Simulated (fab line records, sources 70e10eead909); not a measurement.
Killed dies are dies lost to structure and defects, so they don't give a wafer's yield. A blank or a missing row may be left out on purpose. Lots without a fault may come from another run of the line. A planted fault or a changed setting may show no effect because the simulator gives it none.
Problem report in the 8D (eight disciplines) form, filled by code | flow nand_harc | the parts of the form that need people (team, actions taken, sign-off) are left out

1. THE PROBLEM
susceptor_temp_C at NHARC_A_CHANNEL_FILL_D1_ALD_15 reads a mean of 658.00 C on 3 wafers of 1 lot; wafers without a fault read 629.93 C with a standard deviation of 0.26. That is +99 or more standard deviations from the usual mean.
The step: deposits SiNx, target thk 2 nm, pulse time 60 s, ald cycles 19.
First seen on wafer L675.2, day 13 08:41, on ald_sin_batch-02. The record holds 15 wafers of 5 lots with a number at this step. Rule for "out", or "out of limits": more than 4 standard deviations from the usual mean. The other wafers with a number count as sound.

2. WHAT IT IS AND WHAT IT IS NOT
question                    | is                     | is not
which readings at this step | susceptor_temp_C       | chamber_pressure_Torr, precursor_pulse_height_rel
which lots                  | L675                   | L667, L674, L676, L683
which wafers of those lots  | all that have a number | -
read on which tools         | ald_sin_batch-02       | ald_sin_batch-01
when                        | from day 13 08:41      | up to then (6 sound wafers); but 6 sound wafers of L676, L683 came after

3. SUSPECTS, AND WHAT RULES EACH OUT
Counting: a tool at a process step up to the reading stays a suspect if it ran every lot that is out and no sound lot after the first of them.
- har_etch-01 at NHARC_A_CHANNEL_HOLE_D1_ETCH_20 (etches the open film in C4F8/O2/Ar, time 361.9 s, target depth 1600 nm): ruled out as a lasting fault. Sound lots L683 ran on it after its first lot that is out, L675 (day 12 15:26).
- har_etch-01 at NHARC_A_CHANNEL_HOLE_D1_ETCH_23 (etches the open film in C4F8/O2/Ar, time 819 s, target depth 1600 nm): ruled out as a lasting fault. Sound lots L683 ran on it after its first lot that is out, L675 (day 12 16:46).
- rie_diel-10 at NHARC_A_CHANNEL_HOLE_D1_ETCH_44 (etches the open film in CF4/O2, target depth 140 nm, overetch 14 nm, time 77 s): ruled out as a lasting fault. Sound lots L676, L683 ran on it after its first lot that is out, L675 (day 12 20:04).
- ald_sin_batch-02 at NHARC_A_CHANNEL_FILL_D1_ALD_15 (deposits SiNx, target thk 2 nm, pulse time 60 s, ald cycles 19): kept. It ran the lot that is out, L675 (day 13 08:41), and no sound lot after that; its last sound lot up to then is L667 (day 10 02:47). Its own readings are out on those wafers: susceptor_temp_C.
Left after counting: ald_sin_batch-02 at NHARC_A_CHANNEL_FILL_D1_ALD_15.

4. THE CAUSE (what the simulator had put in)
Process parameter drift: ald_sin_batch-02, from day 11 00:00 on, at NHARC_A_CHANNEL_FILL_D1_ALD_15. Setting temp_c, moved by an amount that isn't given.
Counting left only this tool.

5. THE CHAIN OF EFFECTS, in route order
Each row: a reading whose mean over the struck wafers that have a number lies more than 3 standard deviations from the usual. Only readings for which the record gives a usual standard deviation are gone through. hours: the time from each lot's start at the first step in this table that gives one to its start at this step, as a median over the lots. sigmas: the change in usual standard deviations.
hours | step                           | reading          | usual    | on struck wafers | change | sigmas
0     | NHARC_A_CHANNEL_FILL_D1_ALD_15 | susceptor_temp_C | 629.93 C | 658.00           | +28.07 | +99 or more
The process steps in it:
- NHARC_A_CHANNEL_FILL_D1_ALD_15: deposits SiNx, target thk 2 nm, pulse time 60 s, ald cycles 19.

6. WHAT WOULD HAVE CAUGHT IT SOONER
In this record the first reading out of limits was taken at day 13 08:41, 57 hours after the fault began at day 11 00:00.
